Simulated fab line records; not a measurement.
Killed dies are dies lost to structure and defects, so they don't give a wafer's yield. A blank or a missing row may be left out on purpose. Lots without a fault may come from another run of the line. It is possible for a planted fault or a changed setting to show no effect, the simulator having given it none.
fab line records | flow n5Finfet
record: lots: 8 wafers: 24 lastDay: 19
route steps=1938 shown DUMMY_GATE@246 SPACER0@260 SD_EPI_N@272 SD_EPI_P@329 BEOL_M4@1111 PASSIVATION@1936
lots that met no fault: from a run of the same line without faults
startH: start of the lot's first displayed wafer, in hours after the record's first day | waitH: time in hours since the lot's previous step | " same as the row above | L1.1+2: several wafers, shown together as one row | - no value, or no start was given | * or withheld: withheld | < > ~ a bound
route shown NAME@n: a module of which the file shows steps, and the number in the route of the first | usual: mean/standard deviation of fault-free wafers | same: alike in all rows | chamber/n: place in a boat | sites: the reading at each site | _std_site: their standard deviation | _edge_site: mean of outer sites minus mean of inner sites | radiusMm: for every site, how far away it sits from the centre of the wafer | mask NAME#n: copy n | behind: the most recent tool/chamber to have shaped the wafer | hold: why the lot went on hold/how many hours it stayed there/how the hold came to an end | device: names the non-switching transistor (n, p or np) | end of line: the route-end tests of the same wafers | a step given without rows: its recipe and nothing more | killed: at the first sort, the dies lost to defects and structure; wafer yield is something else | map: per-die view of a wafer (x killed, . not killed, _ where there is no die)
set.NAME: the setting that was run; set.NAME@STEP: the one run at that earlier step | model.NAME: the simulator's own value behind a step, which no gauge read
a sample of lots followed through the steps of the route, with each step as a table and each wafer as a row
services: the hour from which a tool's chamber was out of use, counted from the record's first day as startH (under 0 if before that day), plus the number of hours and why
== steps ==
step: N5_DUMMY_GATE_ETCH_32
recipe: chemistry: CF4 target: SiO2 targetDepthA: 35 timeS: 3.9 ionEnergyEv: 350 pressureMtorr: 10 icpW: 800 biasW: 400 cf4FlowSccm: 80
usual: drypumpMotorCurrentA: 5.5/0.49 oesProductAu: 0.996/0.015 rfFwdPowerW: 790.8/2.9 throttleValvePct: 21.82/0.29
columns lot.wafer tool chamber startH waitH drypumpMotorCurrentA oesProductAu rfFwdPowerW rfHoursCounterH throttleValvePct
L944.1 rieSi-04 1 51.03 0.1 5.7 0.992 789.7 42 22.25
L944.4 " 2 " " 5.8 0.969 789.6 72 21.45
L944.6 " 1 " " 5.7 0.994 786.7 - 22.26
L945.2 rieSi-02 2 57.85 0.1 5.5 1.000 792.3 7 21.44
L945.4 " 1 " " 4.9 1.028 789.9 202 21.49
L945.6 " 1 " " 5.0 1.032 791.0 - 21.47
L953.1 rieSi-04 3 102.93 0.1 5.4 1.011 787.5 53 21.56
L953.4 " 2 " " 5.8 0.970 791.3 73 21.43
L953.6 " 0 " " 5.9 1.014 793.9 - 22.18
L956.1 rieSi-01 3 126.07 0.1 4.7 0.969 787.7 15 22.08
L956.2 " 0 " " 5.0 1.001 788.0 7 21.60
L956.3 " 1 " " 6.5 1.002 789.7 139 22.00
L957.2 rieSi-02 2 126.18 0.1 5.5 1.001 792.4 8 21.42
L957.4 " 1 " " 4.9 1.015 791.0 1 21.62
L957.6 " 2 " " 5.5 0.997 795.2 - 21.43
L960.1 rieSi-01 2 154.72 0.1 5.5 0.992 789.9 0 21.67
L960.2 " 0 " " 5.1 1.004 788.1 8 21.60
L960.4 " 1 " " 6.4 1.012 790.9 140 22.01
L965.1 rieSi-01 3 173.28 0.1 4.7 0.964 789.6 16 22.08
L965.2 " 1 " " 6.5 1.006 791.3 140 22.00
L965.3 " 0 " " 5.1 1.008 790.8 8 21.57
L966.1 rieSi-01 0 182.21 0.1 5.1 0.993 788.8 8 21.59
L966.2 " 2 " " 5.5 0.981 792.7 1 21.66
L966.6 " 1 " " 6.4 1.006 789.3 - 21.99
step: N5_DUMMY_GATE_ETCH_44
recipe: chemistry: HBr/O2 overEtchFrac: 0.7 targetDepthA: 1275 stopOn: SiO2 ionEnergyEv: 60 biasW: 20 target: poly-Si maskMaterial: SiO2 pressureMtorr: 20 icpW: 400 HBr_flow_sccm: 120 O2_flow_sccm: 10
usual: O2_flow_sccm: 10.00/0.031 drypumpMotorCurrentA: 5.5/0.49 oesProductAu: 0.728/0.013 rfFwdPowerW: 398.1/1.2 throttleValvePct: 18.49/0.23
columns lot.wafer tool chamber startH waitH O2_flow_sccm drypumpMotorCurrentA oesProductAu rfFwdPowerW rfHoursCounterH throttleValvePct
L944.1 rieSi-04 1 51.12 0.0 9.98 5.6 0.718 394.8 42 18.88
L944.4 " 2 " " 10.00 5.8 0.705 398.3 72 18.11
L944.6 " 1 " " 9.93 5.7 0.712 395.8 - 18.87
L945.2 rieSi-02 2 57.94 0.0 9.98 5.5 0.724 397.2 7 18.18
L945.4 " 1 " " 10.01 5.0 0.739 398.1 202 18.38
L945.6 " 1 " " 9.98 5.0 0.734 396.5 - 18.39
L953.1 rieSi-04 3 103.02 0.0 10.02 5.4 0.728 397.0 53 18.28
L953.4 " 2 " " 9.98 5.8 0.719 398.6 73 18.11
L953.6 " 0 " " 10.01 5.9 0.750 398.9 - 18.80
L956.1 rieSi-01 3 126.16 0.0 9.99 4.7 0.719 397.7 15 18.54
L956.2 " 0 " " 10.02 5.1 0.744 397.3 7 18.47
L956.3 " 1 " " 9.93 6.5 0.748 398.8 139 18.59
L957.2 rieSi-02 2 126.27 0.0 10.00 5.5 0.722 396.6 8 18.18
L957.4 " 1 " " 9.97 4.9 0.755 397.9 1 18.36
L957.6 " 2 " " 10.02 5.5 0.722 396.9 - 18.19
L960.1 rieSi-01 2 154.81 0.0 10.00 5.4 0.743 398.5 0 18.40
L960.2 " 0 " " 10.05 5.1 0.749 398.9 8 18.47
L960.4 " 1 " " 10.01 6.5 0.738 397.3 140 18.59
L965.1 rieSi-01 3 173.37 0.0 9.97 4.7 0.726 396.2 16 18.54
L965.2 " 1 " " 9.93 6.4 0.733 397.7 140 18.59
L965.3 " 0 " " 9.97 5.1 0.732 397.8 8 18.45
L966.1 rieSi-01 0 182.30 0.0 10.01 5.1 0.741 398.9 8 18.45
L966.2 " 2 " " 9.99 5.5 0.737 394.5 1 18.42
L966.6 " 1 " " 9.99 6.5 0.738 398.4 - 18.58
step: N5_DUMMY_GATE_CD_MEAS_24
recipe: targetCdNm: 15
usual: cdNm: 14.9/0.36
columns lot.wafer tool chamber startH waitH cdNm
L944.1 cdSem-01 - 51.23 0.1 14.7
L944.4 " - " " 15.4
L944.6 " - " " 14.8
L945.2 cdSem-02 - 58.05 0.1 15.1
L945.4 " - " " 15.2
L945.6 " - " " 15.0
L953.1 cdSem-01 - 103.13 0.1 15.1
L953.4 " - " " 15.1
L953.6 " - " " 14.8
L956.1 cdSem-01 - 126.27 0.1 15.3
L956.2 " - " " 15.9
L956.3 " - " " 14.9
L957.2 cdSem-01 - 126.38 0.1 14.6
L957.4 " - " " 15.4
L957.6 " - " " 14.8
L960.1 cdSem-03 - 154.92 0.1 15.0
L960.2 " - " " 15.4
L960.4 " - " " 14.9
L965.1 cdSem-01 - 173.47 0.1 14.8
L965.2 " - " " 14.6
L965.3 " - " " 14.9
L966.1 cdSem-03 - 182.41 0.1 14.9
L966.2 " - " " 14.8
L966.6 " - " " 14.8
step: N5_SPACER0_ALD_08
recipe: material: SiNx targetThkA: 20 tempC: 400 aldPrecursorFamily: SiH2I2 aldCoReactant: N2/H2-plasma pressureTorr: 2
usual: heaterPowerW: 844/87
columns lot.wafer tool chamber startH waitH heaterPowerW
L944.1 aldSin-03 1 52.47 0.1 782
L944.4 " 2 " " 775
L944.6 " 3 " " 928
L945.2 aldSin-04 2 58.78 0.1 779
L945.4 " 3 " " 1018
L945.6 " 3 " " 986
L953.1 aldSin-02 3 103.86 0.1 887
L953.4 " 2 " " 1005
L953.6 " 3 " " 873
L956.1 aldSin-02 0 127.24 0.1 779
L956.2 " 1 " " 991
L956.3 " 3 " " 875
L957.2 aldSin-04 3 127.76 0.1 931
L957.4 " 2 " " 787
L957.6 " 2 " " 782
L960.1 aldSin-04 1 155.65 0.1 758
L960.2 " 0 " " 766
L960.4 " 3 " " 942
L965.1 aldSin-03 3 174.22 0.1 923
L965.2 " 2 " " 781
L965.3 " 0 " " 785
L966.1 aldSin-02 3 183.32 0.1 881
L966.2 " 2 " " 997
L966.6 " 2 " " 986
step: N5_SPACER0_INSPECT_04
recipe: inspectInstrument: darkfield mode: postDep
usual: rawDefectCount: 129/29
columns lot.wafer tool chamber startH waitH rawDefectCount
L944.1 defectInspect-02 - 52.63 0.1 182
L944.4 " - " " 121
L944.6 " - " " 122
L945.2 defectInspect-01 - 58.94 0.1 106
L945.4 " - " " 96
L945.6 " - " " 122
L953.1 defectInspect-02 - 104.02 0.1 854
L953.4 " - " " 933
L953.6 " - " " 878
L956.1 defectInspect-02 - 127.39 0.1 829
L956.2 " - " " 850
L956.3 " - " " 851
L957.2 defectInspect-01 - 127.92 0.1 155
L957.4 " - " " 127
L957.6 " - " " 109
L960.1 defectInspect-02 - 155.81 0.1 116
L960.2 " - " " 113
L960.4 " - " " 114
L965.1 defectInspect-02 - 174.38 0.1 100
L965.2 " - " " 100
L965.3 " - " " 166
L966.1 defectInspect-01 - 183.48 0.1 208
L966.2 " - " " 141
L966.6 " - " " 138
step: N5_SD_EPI_N_INSPECT_11
recipe: mode: adi inspectInstrument: macro
usual: rawDefectCount: 2.1/1.3
columns lot.wafer tool chamber startH waitH rawDefectCount
L944.1 defectInspect-01 - 52.95 0.0 4
L944.4 " - " " 1
L944.6 " - " " 0
L945.2 defectInspect-02 - 59.39 0.0 2
L945.4 " - " " 1
L945.6 " - " " 5
L953.1 defectInspect-02 - 104.34 0.0 >300
L953.4 " - " " >300
L953.6 " - " " >300
L956.1 defectInspect-01 - 127.72 0.0 >300
L956.2 " - " " >300
L956.3 " - " " >300
L957.2 defectInspect-02 - 128.38 0.0 3
L957.4 " - " " 2
L957.6 " - " " 0
L960.1 defectInspect-02 - 156.14 0.0 3
L960.2 " - " " 1
L960.4 " - " " 4
L965.1 defectInspect-01 - 174.83 0.0 2
L965.2 " - " " 2
L965.3 " - " " 2
L966.1 defectInspect-01 - 183.94 0.0 1
L966.2 " - " " 3
L966.6 " - " " 1
step: N5_SD_EPI_N_INSPECT_26
recipe: inspectInstrument: darkfield mode: postEpi
usual: rawDefectCount: 197/36
columns lot.wafer tool chamber startH waitH rawDefectCount
L944.1 defectInspect-01 - 57.69 0.1 264
L944.4 " - " " 211
L944.6 " - " " 195
L945.2 defectInspect-01 - 64.30 0.1 179
L945.4 " - " " 148
L945.6 " - " " 197
L953.1 defectInspect-02 - 109.59 0.1 926
L953.4 " - " " 1007
L953.6 " - " " 957
L956.1 defectInspect-01 - 131.75 0.1 891
L956.2 " - " " 936
L956.3 " - " " 932
L957.2 defectInspect-01 - 132.38 0.1 220
L957.4 " - " " 201
L957.6 " - " " 156
L960.1 defectInspect-01 - 160.21 0.1 185
L960.2 " - " " 171
L960.4 " - " " 189
L965.1 defectInspect-02 - 179.60 0.1 147
L965.2 " - " " 157
L965.3 " - " " 244
L966.1 defectInspect-02 - 188.12 0.1 255
L966.2 " - " " 191
L966.6 " - " " 231
step: N5_SD_EPI_P_INSPECT_26
recipe: inspectInstrument: darkfield mode: postEpi
usual: rawDefectCount: 170/35
columns lot.wafer tool chamber startH waitH rawDefectCount
L944.1 defectInspect-01 - 62.73 0.0 200
L944.4 " - " " 150
L944.6 " - " " 112
L945.2 defectInspect-01 - 70.00 0.0 150
L945.4 " - " " 156
L945.6 " - " " 193
L953.1 defectInspect-02 - 113.80 0.0 932
L953.4 " - " " 963
L953.6 " - " " 937
L956.1 defectInspect-01 - 136.12 0.0 862
L956.2 " - " " 857
L956.3 " - " " 917
L957.2 defectInspect-01 - 136.73 0.0 198
L957.4 " - " " 230
L957.6 " - " " 207
L960.1 defectInspect-01 - 166.43 0.0 176
L960.2 " - " " 146
L960.4 " - " " 156
L965.1 defectInspect-01 - 183.88 0.0 129
L965.2 " - " " 154
L965.3 " - " " 188
L966.1 defectInspect-01 - 192.71 0.0 173
L966.2 " - " " 155
L966.6 " - " " 177
step: N5_BEOL_M4_RC_MEAS_101
usual: DIBL_N: 36.4/1.9 DIBL_P: 35.8/2.1 IOFF_N: 0.158/0.029 IOFF_P: 0.21/0.035 ION_N: 676/14 ION_P: 465/9.7 SS_N: 71.5/0.66 SS_P: 73.4/0.7 VT_N: 249.8/3 VT_P: -250/3.3
columns lot.wafer tool chamber startH waitH DIBL_N[mV/V] DIBL_P[mV/V] IOFF_N[nA/um] IOFF_P[nA/um] ION_N[uA/um] ION_P[uA/um] SS_N[mV/dec] SS_P[mV/dec] VT_N[mV] VT_P[mV]
L944.1 prober-01 0 202.33 0.0 38.5 39.9 0.219 0.27 677 463 71.9 75.0 242.7 -249
L944.4 " 0 " " 37.8 36.8 0.196 0.21 677 455 72.8 73.8 249.7 -251
L944.6 " 0 " " 37.9 37.4 0.190 0.21 665 452 72.8 74.1 250.0 -253
L945.2 prober-01 0 203.42 0.7 34.4 34.7 0.131 0.20 649 451 71.3 73.2 250.7 -249
L945.4 " 0 " " 33.5 33.8 0.116 0.19 652 456 70.9 73.1 254.2 -249
L945.6 " 0 " " 34.8 35.7 0.143 0.22 674 473 71.7 73.1 250.6 -248
L953.1 prober-01 0 244.14 0.0 38.3 38.8 0.204 0.30 678 472 72.6 74.8 246.1 -246
L953.4 " 0 " " 34.2 35.3 0.135 0.23 686 482 71.4 73.7 250.5 -246
L953.6 " 0 " " 35.1 35.8 0.141 0.24 667 473 71.6 73.9 250.7 -246
L956.1 prober-02 0 276.91 0.0 38.2 38.0 0.187 0.21 678 465 72.9 73.3 248.1 -250
L956.2 " 0 " " 33.7 33.5 0.113 0.15 663 456 70.5 71.4 253.5 -253
L956.3 " 0 " " 36.4 36.1 0.148 0.18 675 452 71.4 73.2 250.3 -253
L957.2 prober-01 0 286.32 0.2 36.3 36.4 0.150 0.20 664 454 71.9 73.8 249.2 -253
L957.4 " 0 " " 35.3 35.0 0.140 0.18 671 454 71.2 72.8 251.6 -254
L957.6 " 0 " " 37.1 36.8 0.162 0.21 683 460 71.9 73.5 251.9 -253
L960.1 prober-02 0 302.32 0.0 37.2 36.5 0.184 0.24 702 483 71.8 73.5 245.4 -248
L960.2 " 0 " " 35.7 33.7 0.157 0.20 689 468 71.6 72.7 246.4 -250
L960.4 " 0 " " 38.0 36.4 0.185 0.23 687 467 72.3 73.7 245.8 -250
L965.1 prober-01 0 329.04 0.0 36.4 37.0 0.159 0.23 691 473 70.7 73.3 250.1 -250
L965.2 " 0 " " 37.4 37.0 0.168 0.22 676 466 71.6 73.9 248.1 -250
L965.3 " 0 " " 35.7 35.5 0.139 0.21 679 472 71.5 73.3 253.4 -250
L966.1 prober-02 0 334.96 0.0 37.2 37.9 0.162 0.22 671 459 72.3 73.8 250.7 -250
L966.2 " 0 " " 35.6 36.8 0.142 0.20 679 464 71.2 72.9 250.5 -249
L966.6 " 0 " " 36.6 37.2 0.151 0.22 670 461 71.8 73.7 252.0 -248
step: N5_PASSIVATION_PROBE_49
usual: defectLimitedYield: 91.3/1.3 killed_at_M0_to_M3: 34/9.1 killed_at_M4_up: 14/5.6 killedAtContacts: 13/5.9 killedAtFrontEnd: 39/11 killedAtOther: 3.6/3 killedDies: 102/16 killedOnRim: 13/4 killedOpen: 68/12 killedShort: 33/7.3 sort_bin_4_leakage: 0.00/0.01 sort_bin_5_function: 5.2/0.89 sort_bin_6_memory: 3.2/0.68 sort_bin_8_speed: 0.00/0.027 sortNPass: 1078/16 sortYieldPct: 91.3/1.3
same: grossDies: 1180 killedAtBackSide: 0
columns lot.wafer tool chamber startH waitH defectLimitedYield[%] killed_at_M0_to_M3 killed_at_M4_up killedAtContacts killedAtFrontEnd killedAtOther killedDies killedOnRim killedOpen killedShort sort_bin_4_leakage[%] sort_bin_5_function[%] sort_bin_6_memory[%] sort_bin_8_speed[%] sortNPass sortYieldPct[%]
L945.2 prober-02 - 304.23 0.1 90.0 35 16 19 40 8 118 14 77 38 0 5.4 4.3 0.08 1061 89.9
L945.4 prober-02 - 304.33 0.2 89.2 46 8 28 39 7 128 14 90 36 0 6.6 3.8 0 1052 89.2
L945.6 prober-02 - 304.43 0.3 89.2 42 14 17 49 5 127 19 93 34 0 6.9 3.7 0 1053 89.2
L944.1 prober-02 - 309.24 0.0 91.2 39 11 11 42 1 104 19 69 35 0 5.3 3.0 0 1076 91.2
L944.4 prober-02 - 309.39 0.2 92.0 17 18 7 46 6 94 10 56 38 0 4.7 3.0 0 1086 92.0
L944.6 prober-02 - 309.49 0.3 91.0 28 14 8 49 7 106 25 75 27 0 4.9 3.6 0 1074 91.0
L953.1 prober-02 - 348.79 0.0 81.7 28 9 6 164 9 216 33 77 47 0.08 10.5 5.1 0 963 81.6
L953.4 prober-02 - 348.94 0.2 77.8 28 17 15 199 3 262 14 83 44 0 14.1 5.2 0 918 77.8
L953.6 prober-02 - 349.04 0.3 83.9 31 6 9 135 9 190 27 57 33 0 10.3 4.1 0 990 83.9
L956.1 prober-02 - 381.00 0.0 83.0 30 18 7 142 4 201 28 57 29 0 10.7 3.7 0 979 83.0
L956.2 prober-02 - 381.05 0.1 88.6 30 8 4 89 4 135 23 44 31 0 7.0 2.6 0 1045 88.6
L956.3 prober-02 - 381.10 0.1 82.5 43 19 10 129 5 206 27 76 31 0 10.2 4.1 0 974 82.5
L957.2 prober-02 - 399.18 0.1 90.1 40 7 20 36 14 117 22 80 36 0 5.6 4.0 0 1063 90.1
L957.4 prober-02 - 399.28 0.2 93.1 25 8 12 33 4 82 11 46 31 0 3.3 3.1 0 1098 93.1
L957.6 prober-02 - 399.38 0.3 91.9 43 18 11 20 4 96 10 58 36 0 4.5 3.1 0 1084 91.9
L960.1 prober-02 - 416.10 0.0 92.9 24 16 12 29 3 84 11 49 35 0 4.6 2.1 0 1096 92.9
L960.2 prober-02 - 416.15 0.1 91.4 23 17 7 54 0 101 19 66 30 0 4.7 3.2 0 1079 91.4
L960.4 prober-02 - 416.25 0.2 91.4 46 7 9 39 0 101 7 64 36 0 5.7 2.7 0 1079 91.4
L965.1 prober-02 - 436.19 0.0 93.1 20 21 10 31 0 82 13 55 26 0 4.0 2.6 0 1098 93.1
L965.2 prober-02 - 436.24 0.1 92.9 25 20 14 21 4 84 8 57 25 0 3.6 3.3 0 1096 92.9
L965.3 prober-02 - 436.29 0.1 92.0 22 23 20 27 2 94 12 63 25 0 4.7 2.5 0 1086 92.0
L966.1 prober-01 - 450.94 0.0 90.5 29 16 12 45 10 112 13 66 45 0 5.7 3.6 0 1068 90.5
L966.2 prober-01 - 450.99 0.1 90.8 30 18 13 45 2 108 19 66 37 0 5.5 3.2 0 1072 90.8
L966.6 prober-01 - 451.19 0.3 90.7 41 11 11 40 7 110 15 80 29 0 5.1 3.8 0 1070 90.7
killed by level:class
L945.2 MOL_CONTACT_COAG:geometricParticle:open=12 STI_FIN_REVEAL:geometricParticle:open=9 BEOL_M3:geometricParticle:open=8 MOL_CONTACT_COAG:geometricParticle:short=7 DUMMY_GATE:geometricParticle:open=6 BEOL_M1:geometricParticle:open=6 FIN_SAQP:geometricParticle:short=5 BEOL_M0_SAQP:geometricParticle:open=5
L945.4 MOL_CONTACT_COAG:geometricParticle:open=25 BEOL_M0_SAQP:geometricParticle:open=12 BEOL_M1:geometricParticle:open=8 BEOL_M0_SAQP:geometricParticle:short=7 BEOL_M2:geometricParticle:open=7 BEOL_M3:geometricParticle:open=6 FIN_SAQP:geometricParticle:open=5 STARTING-WAFER:geometricParticle:open=4
L945.6 STI_FIN_REVEAL:geometricParticle:open=20 BEOL_M3:geometricParticle:open=15 MOL_CONTACT_COAG:geometricParticle:open=15 FIN_SAQP:geometricParticle:open=7 BEOL_M0_SAQP:geometricParticle:open=7 BEOL_M4:geometricParticle:open=7 DUMMY_GATE:geometricParticle:open=6 BEOL_M0_SAQP:geometricParticle:short=5
L944.1 FIN_SAQP:geometricParticle:short=15 BEOL_M2:geometricParticle:open=12 MOL_CONTACT_COAG:geometricParticle:open=9 FIN_SAQP:geometricParticle:open=7 BEOL_M1:geometricParticle:open=7 BEOL_M3:geometricParticle:open=7 BEOL_M0_SAQP:geometricParticle:open=5 STI_FIN_REVEAL:geometricParticle:open=4
L944.4 STI_FIN_REVEAL:geometricParticle:open=13 FIN_SAQP:geometricParticle:open=7 FIN_SAQP:geometricParticle:short=7 MOL_CONTACT_COAG:geometricParticle:open=7 BEOL_M0_SAQP:geometricParticle:short=7 BEOL_M4:geometricParticle:short=7 GATE_CUT:geometricParticle:short=5 BEOL_M5:geometricParticle:open=3
L944.6 BEOL_M2:geometricParticle:open=13 STI_FIN_REVEAL:geometricParticle:open=12 MOL_CONTACT_COAG:geometricParticle:open=8 FIN_SAQP:geometricParticle:short=7 BEOL_M4:geometricParticle:open=6 GATE_CUT:geometricParticle:short=5 BEOL_M3:geometricParticle:open=5 BEOL_M0_SAQP:geometricParticle:open=4
L953.1 SPACER0:unspecified=92 FIN_SAQP:geometricParticle:open=25 GATE_CUT:geometricParticle:short=13 FIN_SAQP:geometricParticle:short=6 BEOL_M2:geometricParticle:open=6 DUMMY_GATE:geometricParticle:open=6 ILD0:geometricParticle:open=6 MOL_CONTACT_COAG:geometricParticle:open=6
L953.4 SPACER0:unspecified=134 FIN_SAQP:geometricParticle:open=23 MOL_CONTACT_COAG:geometricParticle:open=13 GATE_CUT:geometricParticle:short=12 FIN_SAQP:geometricParticle:short=6 BEOL_M4:geometricParticle:open=6 BEOL_M1:geometricParticle:open=5 ILD0:geometricParticle:open=5
L953.6 SPACER0:unspecified=100 BEOL_M3:geometricParticle:open=12 MOL_CONTACT_COAG:geometricParticle:open=7 BEOL_M0_SAQP:geometricParticle:open=6 FIN_SAQP:geometricParticle:open=5 GATE_CUT:geometricParticle:short=5 BEOL_M2:geometricParticle:open=5 MIM_TOP_ETCH:geometricParticle:open=5
L956.1 SPACER0:unspecified=115 BEOL_M2:geometricParticle:open=13 BEOL_M4:geometricParticle:open=8 FIN_SAQP:geometricParticle:open=6 STI_FIN_REVEAL:geometricParticle:open=6 MOL_CONTACT_COAG:geometricParticle:open=5 BEOL_M4:geometricParticle:short=5 BEOL_M3:geometricParticle:open=5
L956.2 SPACER0:unspecified=60 BEOL_M2:geometricParticle:open=8 GATE_CUT:geometricParticle:short=6 BEOL_M3:geometricParticle:open=6 FIN_SAQP:geometricParticle:short=5 BEOL_M0_SAQP:geometricParticle:short=5 BEOL_M0_SAQP:geometricParticle:open=5 FIN_SAQP:geometricParticle:open=4
L956.3 SPACER0:unspecified=97 BEOL_M3:geometricParticle:open=13 MOL_CONTACT_COAG:geometricParticle:open=9 BEOL_M4:geometricParticle:open=9 STI_FIN_REVEAL:geometricParticle:open=7 BEOL_M2:geometricParticle:open=7 BEOL_M4:geometricParticle:short=7 FIN_SAQP:geometricParticle:open=6
L957.2 MOL_CONTACT_COAG:geometricParticle:open=17 BEOL_M0_SAQP:geometricParticle:open=11 BEOL_M0_SAQP:geometricParticle:short=10 BEOL_M2:geometricParticle:open=10 STARTING-WAFER:geometricParticle:open=8 FIN_SAQP:geometricParticle:open=5 FIN_SAQP:geometricParticle:short=4 BEOL_M3:geometricParticle:open=4
L957.4 MOL_CONTACT_COAG:geometricParticle:open=10 FIN_SAQP:geometricParticle:short=6 BEOL_M0_SAQP:geometricParticle:open=6 HKMG_FIN:areaEtch=5 BEOL_M0_SAQP:geometricParticle:short=4 BEOL_M1:geometricParticle:open=4 BEOL_M3:geometricParticle:open=4 FIN_SAQP:geometricParticle:open=3
L957.6 BEOL_M0_SAQP:geometricParticle:short=17 MOL_CONTACT_COAG:geometricParticle:open=10 BEOL_M0_SAQP:geometricParticle:open=10 FIN_SAQP:geometricParticle:open=6 BEOL_M1:geometricParticle:open=5 BEOL_M6:geometricParticle:open=4 DUMMY_GATE:geometricParticle:open=3 BEOL_M1:geometricParticle:short=3
L960.1 BEOL_M3:geometricParticle:open=11 MOL_CONTACT_COAG:geometricParticle:open=9 BEOL_M4:geometricParticle:open=8 FIN_SAQP:geometricParticle:short=6 BEOL_M0_SAQP:geometricParticle:short=5 STI_FIN_REVEAL:geometricParticle:open=4 BEOL_M4:geometricParticle:short=4 STI_FIN_REVEAL:geometricParticle:short=3
L960.2 STI_FIN_REVEAL:geometricParticle:open=22 FIN_SAQP:geometricParticle:open=8 BEOL_M0_SAQP:geometricParticle:short=8 MOL_CONTACT_COAG:geometricParticle:open=7 STI_FIN_REVEAL:geometricParticle:short=6 BEOL_M8:geometricParticle:open=5 BEOL_M3:geometricParticle:open=5 HKMG_FIN:areaEtch=5
L960.4 BEOL_M0_SAQP:geometricParticle:short=15 BEOL_M0_SAQP:geometricParticle:open=12 FIN_SAQP:geometricParticle:open=11 DUMMY_GATE:geometricParticle:open=8 MOL_CONTACT_COAG:geometricParticle:open=7 BEOL_M3:geometricParticle:open=6 FIN_SAQP:geometricParticle:short=5 BEOL_M1:geometricParticle:short=4
L965.1 FIN_SAQP:geometricParticle:short=9 MOL_CONTACT_COAG:geometricParticle:open=9 BEOL_M4:geometricParticle:open=9 FIN_SAQP:geometricParticle:open=6 BEOL_M0_SAQP:geometricParticle:open=5 STI_FIN_REVEAL:geometricParticle:open=4 BEOL_M3:geometricParticle:open=4 BEOL_M0_SAQP:geometricParticle:short=3
L965.2 BEOL_M3:geometricParticle:open=10 MOL_CONTACT_COAG:geometricParticle:open=9 BEOL_M4:geometricParticle:open=9 BEOL_M2:geometricParticle:open=6 FIN_SAQP:geometricParticle:short=5 MOL_CONTACT_COAG:geometricParticle:short=5 FIN_SAQP:geometricParticle:open=4 BEOL_M7:geometricParticle:open=4
L965.3 MOL_CONTACT_COAG:geometricParticle:open=15 BEOL_M4:geometricParticle:open=10 STI_FIN_REVEAL:geometricParticle:open=6 BEOL_M3:geometricParticle:short=6 FIN_SAQP:geometricParticle:open=5 MOL_CONTACT_COAG:geometricParticle:short=5 BEOL_M5:geometricParticle:open=5 HKMG_FIN:areaEtch=5
L966.1 GATE_CUT:geometricParticle:short=9 MOL_CONTACT_COAG:geometricParticle:open=9 STI_FIN_REVEAL:geometricParticle:open=8 FIN_SAQP:geometricParticle:short=7 BEOL_M3:geometricParticle:open=7 BEOL_M0_SAQP:geometricParticle:short=7 BEOL_M4:geometricParticle:open=7 DUMMY_GATE:geometricParticle:open=5
L966.2 BEOL_M4:geometricParticle:open=10 STI_FIN_REVEAL:geometricParticle:open=9 BEOL_M0_SAQP:geometricParticle:short=9 FIN_SAQP:geometricParticle:open=7 GATE_CUT:geometricParticle:short=7 MOL_CONTACT_COAG:geometricParticle:open=7 GATE_CUT:geometricParticle:open=6 MOL_CONTACT_COAG:geometricParticle:short=6
L966.6 BEOL_M0_SAQP:geometricParticle:open=11 MOL_CONTACT_COAG:geometricParticle:open=10 BEOL_M3:geometricParticle:open=10 FIN_SAQP:geometricParticle:open=8 STI_FIN_REVEAL:geometricParticle:open=8 GATE_CUT:geometricParticle:short=8 BEOL_M2:geometricParticle:open=5 GATE_CUT:geometricParticle:open=4
== services ==
columns tool chamber startH hours kind
aldSin-02 - 42.16 14.6 pm
aldSin-04 1 51.01 1.4 repair
rieSi-02 1 64.42 - clean
rieSi-02 1 64.42 21.5 scheduledDown
rieSi-02 1 64.42 21.5 ventCycle
aldSin-02 3 69.04 8.8 repair
aldSin-02 0 79.75 13.8 repair
rieSi-04 0 81.41 5.1 repair
aldSin-04 - 85.25 14.0 pm
aldSin-04 0 85.25 14.0 ventCycle
aldSin-04 1 85.25 14.0 ventCycle
aldSin-04 2 85.25 14.0 ventCycle
aldSin-04 3 85.25 14.0 ventCycle
rieSi-01 2 118.59 - clean
rieSi-01 2 118.59 15.3 scheduledDown
rieSi-01 2 118.59 15.3 ventCycle
aldSin-02 2 121.53 6.1 repair
rieSi-04 0 140.92 2.2 repair
rieSi-02 1 145.91 2.9 repair
rieSi-01 - 158.11 1.1 repair
rieSi-02 - 170.04 0.6 repair
aldSin-02 1 175.63 16.9 repair
aldSin-03 3 177.57 7.6 repair
rieSi-04 0 181.46 9.9 repair
== key ==
firstSign: step: N5_SPACER0_INSPECT_04 reading: rawDefectCount direction: up sigmas: 25 usual: 129 struck: 866
effect: step: N5_SD_EPI_N_INSPECT_11 reading: rawDefectCount direction: up sigmas: 99+ usual: 2.1 struck: >300
effect: step: N5_SD_EPI_N_INSPECT_26 reading: rawDefectCount direction: up sigmas: 21 usual: 197 struck: 942
effect: step: N5_SD_EPI_P_INSPECT_26 reading: rawDefectCount direction: up sigmas: 21 usual: 170 struck: 911
effect: step: N5_PASSIVATION_PROBE_49 reading: killedAtFrontEnd direction: up sigmas: 9.1 usual: 39 struck: 143
moreKillsBornAt: N5_SPACER0_ALD_08@aldSin-02: 598
metAt N5_SPACER0_ALD_08
struckLots L953,L956
notActingAt N5_DUMMY_GATE_ETCH_32,N5_DUMMY_GATE_ETCH_44,N5_DUMMY_GATE_CD_MEAS_24
fault: kind: chamberParticleSource tool: aldSin-02 chamber: - onsetH: 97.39 steps: N5_SPACER0_ALD_08 ratePerVisitCm2: 1.1362 endH: 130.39
